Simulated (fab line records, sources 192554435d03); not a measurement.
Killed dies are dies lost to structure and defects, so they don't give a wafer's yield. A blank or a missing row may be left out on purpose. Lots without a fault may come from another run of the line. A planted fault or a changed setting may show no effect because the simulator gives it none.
fab line records | flow n5_finfet
record lots=11 wafers=33 last_day=15
route steps=1938 shown GATE_CUT@468 TV_OPEN@1889 PASSIVATION@1908
lots that met no fault: from a run of the same line without faults
start_h: hours from the record's first day to the start of the lot's first wafer shown | wait_h: hours since the lot's step before | " the same as in the row above | L1.1+2: a row that stands for several wafers | - no value, or no start given | * or withheld: withheld | < > ~ a bound
route shown NAME@n: a module of which the file shows steps, and the number in the route of the first | usual: mean/standard deviation of fault-free wafers | same: alike in all rows | chamber/n: place in a boat | sites: the reading at each site | _std_site: their standard deviation | _edge_site: outer sites' mean less inner sites' | radius_mm: how far each site lies from the wafer's centre | mask NAME#n: copy n | behind: the tool/chamber that last shaped the wafer | hold: why the lot was held/for how many hours/how that ended | device: the transistor (n, p or np) that didn't switch | end of line: the same wafers' tests at the end of the route | a step without rows: its recipe alone | killed: dies lost to structure and defects at the first sort, not the wafer's yield | map: a wafer's dies, x killed, . not, _ none there
set.NAME: the setting as run; set.NAME@STEP: as run at that earlier step | model.NAME: the simulator's own value behind a step, which no gauge read
steps of the route over a sample of lots; a table a step, a row a wafer
services: from which hour (start_h, from the record's first day; less than 0 if before it) a tool's chamber was out of use, for how many hours, and why
## steps
# step N5_GATE_CUT_VAPOR_ETCH_60
# recipe chemistry=BCl3/Cl2 target=HfO2 mode=isotropic
# usual drypump_motor_current_A=5.9/0.41 oes_product_au=0.73/0.067
# columns lot.wafer tool chamber start_h wait_h drypump_motor_current_A oes_product_au
L218.2 rie_metal-02 0 80.16 0.0 5.2 0.57
L218.3 " 1 " " 6.0 0.77
L218.4 " 0 " " 5.2 0.57
L219.1 rie_metal-03 1 89.77 0.0 5.8 0.74
L219.2 " 0 " " 5.3 0.74
L219.5 " 0 " " 5.3 0.74
L220.2 rie_metal-02 1 96.20 0.0 6.0 0.76
L220.4 " 0 " " 5.2 0.56
L220.5 " 1 " " 6.0 0.77
L223.1 rie_metal-01 0 109.76 0.0 5.9 0.69
L223.3 " 1 " " 6.6 0.78
L223.5 " 1 " " 6.5 0.78
L224.2 rie_metal-02 1 122.02 0.1 6.0 0.75
L224.5 " 1 " " 6.0 0.76
L224.6 " 1 " " 6.0 0.76
L226.1 rie_metal-02 1 130.56 0.1 6.0 0.75
L226.3 " 1 " " 6.0 0.75
L226.5 " 1 " " 6.0 0.75
L228.1 rie_metal-03 1 140.06 0.0 5.8 0.74
L228.3 " 1 " " 5.8 0.73
L228.6 " 1 " " 5.8 0.73
L227.2 rie_metal-03 0 141.93 0.0 5.4 0.74
L227.5 " 0 " " 5.4 0.74
L227.6 " 1 " " 5.8 0.74
L229.2 rie_metal-01 1 150.05 0.0 6.5 0.78
L229.5 " 1 " " 6.5 0.78
L229.6 " 0 " " 5.9 0.68
L230.3 rie_metal-01 1 152.02 0.0 6.5 0.78
L230.4 " 0 " " 6.0 0.69
L230.5 " 1 " " 6.6 0.78
L234.1 rie_metal-01 0 175.32 0.0 6.0 0.68
L234.2 " 1 " " 6.5 0.78
L234.3 " 0 " " 6.0 0.68
# step N5_PASSIVATION_STRIP_14
# recipe chemistry=O2 power_w=600 temp_c=60 pressure_mtorr=30 rf_frequency_hz=6e+07 bias_power_w=0 overash_fraction=0.5 o2_flow_sccm=225
# usual drypump_motor_current_A=5.8/0.4 oes_product_au=0.80/0.069 rf_vpp_V=3.8/0.88 showerhead_plenum_p_Torr=2.10/0.082 throttle_valve_pct=16.69/0.22
# columns lot.wafer tool chamber start_h wait_h drypump_motor_current_A oes_product_au rf_hours_counter_h rf_vpp_V showerhead_plenum_p_Torr throttle_valve_pct
L218.2 rie_diel-03 2 262.69 0.1 6.2 0.80 94 3.0 2.11 16.48
L218.3 " 1 " " 6.0 0.72 214 3.2 1.99 16.76
L218.4 " 3 " " 6.0 0.89 40 5.1 2.22 16.71
L219.1 rie_diel-05 2 277.37 0.1 5.4 0.82 102 3.6 2.21 16.60
L219.2 " 1 " " 5.3 0.82 87 4.4 2.21 16.48
L219.5 " 0 " " 6.3 0.82 - 4.0 2.04 16.89
L220.2 rie_diel-03 1 277.41 0.1 6.0 0.71 219 3.3 1.99 16.77
L220.4 " 1 " " 6.0 0.71 - 4.0 1.99 16.76
L220.5 " 2 " " 6.2 0.82 - 3.9 2.11 16.49
L228.1 rie_diel-03 1 304.34 0.1 6.0 0.71 228 3.0 1.99 16.78
L228.3 " 2 " " 6.2 0.80 108 3.1 2.10 16.50
L228.6 " 3 " " 6.1 0.87 - 3.6 2.22 16.75
L223.1 rie_diel-03 1 304.82 0.1 6.0 0.72 229 5.0 1.99 16.75
L223.3 " 3 " " 6.1 0.87 55 3.6 2.22 16.75
L223.5 " 2 " " 6.2 0.81 - 4.1 2.11 16.47
L224.2 rie_diel-05 3 305.20 0.1 5.3 0.93 11 3.6 2.06 16.22
L224.5 " 1 " " 5.3 0.81 - 2.2 2.20 16.51
L224.6 " 0 " " 6.4 0.81 - 4.2 2.03 16.91
L226.1 rie_diel-03 3 313.13 0.1 6.0 0.85 59 1.9 2.22 16.77
L226.3 " 0 " " 5.4 0.72 191 4.1 2.08 16.89
L226.5 " 1 " " 6.0 0.69 - 2.8 1.99 16.77
L227.2 rie_diel-05 1 323.75 0.1 5.3 0.80 105 3.2 2.20 16.53
L227.5 " 0 " " 6.4 0.80 - 3.9 2.03 16.95
L227.6 " 3 " " 5.3 0.91 - 3.9 2.05 16.19
L230.3 rie_diel-03 3 336.04 0.1 6.0 0.85 71 4.9 2.21 16.77
L230.4 " 2 " " 6.2 0.79 117 3.7 2.10 16.50
L230.5 " 3 " " 6.0 0.84 - 5.3 2.21 16.76
L229.2 rie_diel-05 1 336.70 0.1 5.3 0.81 111 3.7 2.20 16.52
L229.5 " 3 " " 5.3 0.91 - 3.8 2.05 16.24
L229.6 " 0 " " 6.3 0.80 - 3.6 2.03 16.94
L234.1 rie_diel-05 3 355.96 0.1 5.3 0.91 34 5.4 2.05 16.28
L234.2 " 2 " " 5.4 0.79 131 3.7 2.20 16.69
L234.3 " 0 " " 6.3 0.79 113 3.8 2.03 16.95
# step N5_PASSIVATION_DESCUM_32
# recipe chemistry=O2 time_s=7.9 source_power_w=50 bias_power_w=20 pressure_mtorr=20 rf_frequency_hz=2.712e+07 temp_c=40 o2_flow_sccm=225
# usual drypump_motor_current_A=5.7/0.46 oes_product_au=0.79/0.082 rf_vpp_V=243.3/1.4 showerhead_plenum_p_Torr=2.11/0.078 throttle_valve_pct=20.41/0.22
# columns lot.wafer tool chamber start_h wait_h drypump_motor_current_A oes_product_au rf_hours_counter_h rf_vpp_V showerhead_plenum_p_Torr throttle_valve_pct
L218.2 rie_diel-06 2 263.97 0.0 5.5 0.71 207 243.8 2.16 20.86
L218.3 " 3 " " 6.4 0.75 162 242.3 2.08 20.69
L218.4 " 1 " " 5.0 0.86 48 241.9 2.03 20.20
L219.1 rie_diel-02 0 278.53 0.0 5.5 0.90 28 245.9 2.22 20.08
L219.2 " 2 " " 6.1 0.74 142 245.0 2.19 20.37
L219.5 " 2 " " 6.1 0.75 - 244.4 2.19 20.37
L220.2 rie_diel-01 1 278.95 0.0 5.6 0.79 98 245.0 2.19 20.21
L220.4 " 2 " " 5.1 0.98 4 243.7 2.14 20.40
L220.5 " 2 " " 5.0 0.97 - 243.8 2.14 20.39
L228.1 rie_diel-01 1 305.63 0.0 5.6 0.79 107 245.6 2.18 20.22
L228.3 " 0 " " 5.6 0.69 235 241.0 1.97 20.66
L228.6 " 0 " " 5.6 0.69 - 238.9 1.97 20.68
L223.1 rie_diel-01 1 306.06 0.0 5.6 0.79 107 244.7 2.18 20.20
L223.3 " 0 " " 5.6 0.69 235 241.6 1.97 20.67
L223.5 " 0 " " 5.7 0.69 - 240.7 1.97 20.67
L224.2 rie_diel-01 3 306.91 0.2 6.2 0.73 178 245.2 2.17 20.50
L224.5 " 1 " " 5.6 0.78 - 245.3 2.18 20.22
L224.6 " 0 " " 5.6 0.68 - 241.4 1.97 20.67
L226.1 rie_diel-01 3 315.44 0.0 6.2 0.73 181 245.9 2.17 20.50
L226.3 " 0 " " 5.6 0.69 239 239.8 1.97 20.68
L226.5 " 2 " " 5.0 0.93 - 243.0 2.14 20.40
L227.2 rie_diel-02 3 326.32 0.0 5.9 0.71 182 241.5 1.99 20.32
L227.5 " 1 " " 6.5 0.94 - 243.3 2.14 20.18
L227.6 " 0 " " 5.5 0.88 - 244.8 2.21 20.08
L230.3 rie_diel-06 3 337.88 0.5 6.4 0.71 191 242.9 2.07 20.73
L230.4 " 1 " " 5.0 0.82 68 242.5 2.02 20.22
L230.5 " 3 " " 6.4 0.73 - 243.4 2.07 20.72
L229.2 rie_diel-06 1 338.01 0.2 5.0 0.83 68 243.8 2.02 20.22
L229.5 " 0 " " 5.7 0.83 - 241.1 2.03 20.32
L229.6 " 1 " " 5.0 0.83 - 242.5 2.02 20.22
L234.1 rie_diel-02 1 357.15 0.0 6.5 0.90 22 243.5 2.14 20.22
L234.2 " 2 " " 6.1 0.73 173 244.3 2.18 20.42
L234.3 " 0 " " 5.5 0.85 57 244.2 2.21 20.12
# step N5_PASSIVATION_PECVD_35
# recipe material=SiNx target_thk_a=7000 temp_c=400 precursor=SiH4/NH3/N2 pressure_torr=4.9 rf_w=1406 time_s=151.3
# usual heater_power_w=372/110 showerhead_plenum_p_Torr=8.65/0.068 throttle_valve_pct=28.3/0.9
# columns lot.wafer tool chamber start_h wait_h heater_power_w showerhead_plenum_p_Torr throttle_valve_pct
L218.2 pecvd-04 0 265.26 0.1 288 8.61 28.3
L218.3 " 2 " " 412 8.66 27.3
L218.4 " 1 " " 470 8.63 27.6
L219.1 pecvd-04 1 279.75 0.1 391 8.65 27.5
L219.2 " 2 " " 532 8.64 27.8
L219.5 " 0 " " 192 8.61 28.6
L220.2 pecvd-04 0 280.17 0.1 313 8.61 28.6
L220.4 " 0 " " 198 8.63 28.3
L220.5 " 2 " " 513 8.68 27.7
L228.1 pecvd-04 2 306.85 0.1 577 8.64 27.4
L228.3 " 1 " " 504 8.65 27.4
L228.6 " 0 " " 257 8.64 28.4
L223.1 pecvd-01 0 307.50 0.1 389 8.63 29.5
L223.3 " 1 " " 270 8.82 29.6
L223.5 " 0 " " 397 8.66 29.4
L224.2 pecvd-04 2 308.15 0.1 516 8.66 27.7
L224.5 " 1 " " 358 8.62 27.4
L224.6 " 0 " " 322 8.61 28.3
L226.1 pecvd-04 1 316.67 0.1 430 8.63 27.4
L226.3 " 2 " " 501 8.64 27.5
L226.5 " 0 " " 196 8.59 28.4
L227.2 pecvd-01 0 327.59 0.1 407 8.63 29.4
L227.5 " 2 " " 259 8.58 27.8
L227.6 " 0 " " 435 8.64 29.4
L230.3 pecvd-01 0 339.11 0.1 347 8.67 29.1
L230.4 " 1 " " 329 8.82 29.8
L230.5 " 2 " " 205 8.60 28.1
L229.2 pecvd-04 0 339.26 0.1 233 8.65 28.6
L229.5 " 2 " " 552 8.63 27.9
L229.6 " 1 " " 351 8.62 27.5
L234.1 pecvd-04 2 358.38 0.1 437 8.65 27.7
L234.2 " 0 " " 296 8.61 28.5
L234.3 " 1 " " 422 8.65 27.2
# step N5_PASSIVATION_PROBE_49
# usual defect_limited_yield=91.2/1.4 killed_at_M0_to_M3=34/9.4 killed_at_M4_up=13/5.8 killed_at_contacts=13/6.4 killed_at_front_end=41/11 killed_at_other=3.1/2.3 killed_dies=103/16 killed_open=69/12 killed_short=33/7.8 sort_bin_5_function=5.1/0.91 sort_bin_6_memory=3.3/0.63 sort_n_pass=1077/16 sort_yield_pct=91.2/1.4
# same gross_dies=1180 killed_at_back_side=0 sort_bin_4_leakage[%]=0 sort_bin_8_speed[%]=0
# columns lot.wafer tool chamber start_h wait_h defect_limited_yield[%] killed_at_M0_to_M3 killed_at_M4_up killed_at_contacts killed_at_front_end killed_at_other killed_dies killed_open killed_short sort_bin_5_function[%] sort_bin_6_memory[%] sort_n_pass sort_yield_pct[%]
L227.2 prober-01 - 331.21 0.1 90.9 40 20 11 33 3 107 66 39 4.9 3.8 1073 90.9
L227.5 prober-01 - 331.36 0.2 92.5 54 5 8 18 3 88 46 41 4.7 2.2 1092 92.5
L227.6 prober-01 - 331.41 0.3 90.9 45 16 8 35 3 107 65 37 5.3 3.3 1073 90.9
L234.1 prober-01 - 362.07 0.0 81.2 25 4 19 170 4 222 52 31 11.8 4.2 958 81.2
L234.2 prober-01 - 362.12 0.1 92.0 28 6 24 29 7 94 58 36 4.5 3.1 1086 92.0
L234.3 prober-01 - 362.17 0.1 80.2 33 6 21 168 6 234 62 44 11.8 4.7 946 80.2
# killed by level:class
L227.2 BEOL_M0_SAQP:geometric_particle:open=10 BEOL_M4:geometric_particle:open=10 BEOL_M0_SAQP:geometric_particle:short=8 MOL_CONTACT_COAG:geometric_particle:open=8 BEOL_M1:geometric_particle:open=8 FIN_SAQP:geometric_particle:short=5 BEOL_M0:geometric_particle:open=5 DUMMY_GATE:geometric_particle:short=4
L227.5 BEOL_M0_SAQP:geometric_particle:short=23 BEOL_M0_SAQP:geometric_particle:open=14 BEOL_M2:geometric_particle:open=8 FIN_SAQP:geometric_particle:short=7 MOL_CONTACT_COAG:geometric_particle:open=6 BEOL_M0:geometric_particle:open=4 BEOL_M6:geometric_particle:open=3 FIN_SAQP:geometric_particle:open=2
L227.6 BEOL_M0_SAQP:geometric_particle:short=13 BEOL_M2:geometric_particle:open=9 BEOL_M0_SAQP:geometric_particle:open=9 FIN_SAQP:geometric_particle:short=7 STI_FIN_REVEAL:geometric_particle:open=7 GATE_CUT:geometric_particle:short=7 MOL_CONTACT_COAG:geometric_particle:open=7 FIN_SAQP:geometric_particle:open=4
L234.1 GATE_CUT:unspecified=139 MOL_CONTACT_COAG:geometric_particle:open=14 BEOL_M0_SAQP:geometric_particle:short=7 BEOL_M3:geometric_particle:open=6 DUMMY_GATE:geometric_particle:open=6 BEOL_M0_SAQP:geometric_particle:open=6 FIN_SAQP:geometric_particle:short=5 MOL_CONTACT_COAG:geometric_particle:short=5
L234.2 MOL_CONTACT_COAG:geometric_particle:open=19 BEOL_M0_SAQP:geometric_particle:short=9 STI_FIN_REVEAL:geometric_particle:open=6 BEOL_M0_SAQP:geometric_particle:open=6 DUMMY_GATE:geometric_particle:open=5 MOL_CONTACT_COAG:geometric_particle:short=5 BEOL_M5:geometric_particle:short=5 FIN_SAQP:geometric_particle:open=4
L234.3 GATE_CUT:unspecified=128 MOL_CONTACT_COAG:geometric_particle:open=14 BEOL_M0_SAQP:geometric_particle:short=11 FIN_SAQP:geometric_particle:open=9 BEOL_M0_SAQP:geometric_particle:open=9 GATE_CUT:geometric_particle:short=8 FIN_SAQP:geometric_particle:short=7 MOL_CONTACT_COAG:geometric_particle:short=7
## services
# columns tool chamber start_h hours kind
rie_diel-06 - 57.20 3.8 repair
rie_diel-03 - 57.84 2.8 pm
rie_diel-01 1 64.71 3.8 repair
rie_diel-03 3 69.26 7.2 repair
rie_diel-05 2 91.74 2.1 repair
pecvd-04 0 91.93 6.3 repair
pecvd-01 1 145.26 4.8 repair
pecvd-04 - 147.46 1.8 repair
rie_diel-06 - 152.14 4.3 pm
rie_diel-02 - 161.27 0.4 repair
rie_diel-03 2 166.17 6.7 repair
rie_diel-01 2 185.30 17.7 repair
rie_diel-02 1 195.81 5.5 repair
rie_diel-02 3 198.03 6.0 repair
rie_metal-02 1 203.98 7.3 repair
pecvd-04 2 239.49 10.0 repair
rie_diel-02 - 241.53 15.6 pm
rie_diel-05 1 245.40 1.7 repair
rie_diel-06 1 266.28 23.2 repair
rie_metal-03 - 279.19 0.3 repair
pecvd-01 0 308.57 10.3 repair
rie_metal-01 - 311.80 2.8 pm
pecvd-04 - 324.79 6.0 pm
pecvd-01 - 334.76 2.8 pm
## key
first_sign step=N5_PASSIVATION_PROBE_49 reading=killed_at_front_end direction=up sigmas=11 usual=41 struck=169
effect step=N5_PASSIVATION_PROBE_49 reading=killed_dies direction=up sigmas=7.7 usual=103 struck=228
more_kills_born_at N5_GATE_CUT_VAPOR_ETCH_60@rie_metal-01=267
met_at N5_GATE_CUT_VAPOR_ETCH_60
struck_lots L234
struck_wafers L234.1,L234.3
not_acting_at N5_PASSIVATION_STRIP_14,N5_PASSIVATION_DESCUM_32,N5_PASSIVATION_PECVD_35
onset_between 152.02 175.32
fault kind=chamber_particle_source tool=rie_metal-01 chamber=0 onset_h=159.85 steps=N5_GATE_CUT_VAPOR_ETCH_60 rate_per_visit_cm2=1.1827 end_h=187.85
